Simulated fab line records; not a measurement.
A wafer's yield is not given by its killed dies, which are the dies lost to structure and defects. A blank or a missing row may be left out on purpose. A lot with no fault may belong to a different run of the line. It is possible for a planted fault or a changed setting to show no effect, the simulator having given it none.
Tool commonality check	flow nand_harc	9 wafers sampled across 3 lots

== THE REASON FOR OPENING IT ==
At NHARC_END_SORT_01 the reading killed_at_array is flagged on 2 of 3 lots. Wafers without a fault read 53, standard deviation 21.
Rule: flag the lot when none of its wafers has a number, or when each of its wafers that has one lies beyond 4 standard deviations from that mean. All remaining lots are regarded as sound.

lot	measured	on	killed_at_array, wafer by wafer	flag
L857	day 26 21:08	prober-02	155 157 154	FLAGGED
L858	day 27 23:43	prober-01	53 49 50	
L859	day 28 04:24	prober-02	142 164 144	FLAGGED
The mean of the flagged lots' numbers is 153, +100 from the usual (+5 standard deviations).

== LOT BY LOT: THE TOOL USED ==
The record holds 3 process steps before the reading, out of a route of 1302 steps. Cell contents, in order: the tool; ch with the chambers the sampled wafers went through; the start.
lot	flag	NHARC_A_CHANNEL_FILL_D1_ALD_03	NHARC_THIN_TSV_STRIP_62	NHARC_THIN_TSV_PVD_51
L857	FLAGGED	ald_sin_batch-01 ch 0, day 11 16:37	plasma_asher-01 ch 0,1, day 26 11:09	pvd_sputter-02, day 26 21:08 or earlier
L858		ald_sin_batch-03 ch 0, day 12 13:21	plasma_asher-01 ch 0,1, day 27 11:05	pvd_sputter-03, day 27 23:43 or earlier
L859	FLAGGED	ald_sin_batch-01 ch 0, day 12 20:34	plasma_asher-01 ch 0,1, day 27 15:11	pvd_sputter-03, day 28 04:24 or earlier
What these steps do:
- NHARC_A_CHANNEL_FILL_D1_ALD_03: deposits SiNx, target thk 6 nm, pulse time 60 s, ald cycles 58.
- NHARC_THIN_TSV_STRIP_62: strips in N2/H2, time 20 s.
- NHARC_THIN_TSV_PVD_51: deposits Cu, target thk 100 nm.
- NHARC_END_SORT_01

== FLAGGED AGAINST TOTAL, ONE TOOL AT A TIME (gauges that did the reading follow at the end) ==
step	tool	lots run	flagged	share of the flagged lots	sound lots run after its first flagged lot
NHARC_A_CHANNEL_FILL_D1_ALD_03	ald_sin_batch-01	2	2	all	0
NHARC_A_CHANNEL_FILL_D1_ALD_03	ald_sin_batch-03	1	0	none	-
NHARC_THIN_TSV_STRIP_62	plasma_asher-01	3	2	all	1 (L858)
NHARC_THIN_TSV_PVD_51	pvd_sputter-02	1	1	some	0
NHARC_THIN_TSV_PVD_51	pvd_sputter-03	2	1	some	0
NHARC_END_SORT_01	prober-01	1	0	none	-
NHARC_END_SORT_01	prober-02	2	2	all	0
Because NHARC_THIN_TSV_PVD_51 lacks a start for some lots, the hours and order of its lots are taken from NHARC_END_SORT_01.

== WHAT IS ALLOWED BY THE TABLE ==
Every flagged lot was run by 3 rows of the table: ald_sin_batch-01 at NHARC_A_CHANNEL_FILL_D1_ALD_03, plasma_asher-01 at NHARC_THIN_TSV_STRIP_62 and prober-02 at NHARC_END_SORT_01.
- ald_sin_batch-01 at NHARC_A_CHANNEL_FILL_D1_ALD_03 ran 2 lots, 2 of them flagged. The start can't be narrowed down: in this sample, it ran no sound lot prior to its first flagged lot.
- plasma_asher-01 at NHARC_THIN_TSV_STRIP_62 ran 3 lots, 2 of them flagged. Lots that were sound ran on it after the first flagged one (L858); a persistent fault on the entire tool would not allow that.
- prober-02 at NHARC_END_SORT_01 ran 2 lots, 2 of them flagged. The start can't be narrowed down: in this sample, it ran no sound lot prior to its first flagged lot.
A lot count leaves these 2 tools indistinguishable: every one of them fits a fault beginning at some hour. More lots, or a look at what each step does to the wafer, might.

== WHAT HAD BEEN PUT IN BY THE SIMULATOR ==
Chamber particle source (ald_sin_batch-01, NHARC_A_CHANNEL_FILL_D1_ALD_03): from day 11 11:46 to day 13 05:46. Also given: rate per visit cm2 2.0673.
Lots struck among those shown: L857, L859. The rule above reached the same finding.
